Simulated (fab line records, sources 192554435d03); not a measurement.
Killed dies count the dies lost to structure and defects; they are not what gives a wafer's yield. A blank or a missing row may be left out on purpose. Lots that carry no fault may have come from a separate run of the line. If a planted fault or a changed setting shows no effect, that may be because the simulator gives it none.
Matching of chambers :: flow n5_finfet :: N5_BEOL_M1_PRE_CLEAN_60 on cvd_co-01 has 3 sister chambers
The step time 15 s. 6 wafers are shown with their chamber, then 12 later ones without.

== WAFERS, EACH WITH ITS CHAMBER ==
wafer: L087.4
chamber: 1
heater_power_w (W): 90

wafer: L089.1
chamber: 0
heater_power_w (W): 68

wafer: L089.2
chamber: 1
heater_power_w (W): 90

wafer: L090.1
chamber: 2
heater_power_w (W): 101

wafer: L090.3
chamber: 0
heater_power_w (W): 69

wafer: L090.5
chamber: 2
heater_power_w (W): 105

== WAFERS WITH NO CHAMBER GIVEN ==
wafer: L091.2
heater_power_w (W): 103

wafer: L091.5
heater_power_w (W): 90

wafer: L091.6
heater_power_w (W): 69

wafer: L093.2
heater_power_w (W): 90

wafer: L093.3
heater_power_w (W): 99

wafer: L093.4
heater_power_w (W): 92

wafer: L095.2
heater_power_w (W): 69

wafer: L095.5
heater_power_w (W): 99

wafer: L095.6
heater_power_w (W): 91

wafer: L097.2
heater_power_w (W): 103

wafer: L097.4
heater_power_w (W): 102

wafer: L097.6
heater_power_w (W): 89

== THE CHAMBER EACH PASSED THROUGH ==
wafer: L091.2
from the rows above: 2
in truth: 2

wafer: L091.5
from the rows above: 1
in truth: 1

wafer: L091.6
from the rows above: 0
in truth: 0

wafer: L093.2
from the rows above: 1
in truth: 1

wafer: L093.3
from the rows above: 2
in truth: 2

wafer: L093.4
from the rows above: 1
in truth: 1

wafer: L095.2
from the rows above: 0
in truth: 0

wafer: L095.5
from the rows above: 2
in truth: 2

wafer: L095.6
from the rows above: 1
in truth: 1

wafer: L097.2
from the rows above: 2
in truth: 2

wafer: L097.4
from the rows above: 2
in truth: 2

wafer: L097.6
from the rows above: 1
in truth: 1
12 of 12 placed correctly. Can't be placed from these rows: 0. Placed wrongly: 0.
How it was worked out, from the rows above alone: a wafer's distance from a chamber is the root of the sum, over the readings, of the square of ((its reading less the chamber's mean) divided by the reading's scatter). If the next closest chamber is less than 2 further off than the closest, the wafer can't be placed; otherwise it belongs to the closest. A chamber's mean is the mean of its shown wafers. The scatter: take each reading less its chamber's mean, square it, sum over the shown wafers, divide by the number of wafers less the number of chambers, and take the root.
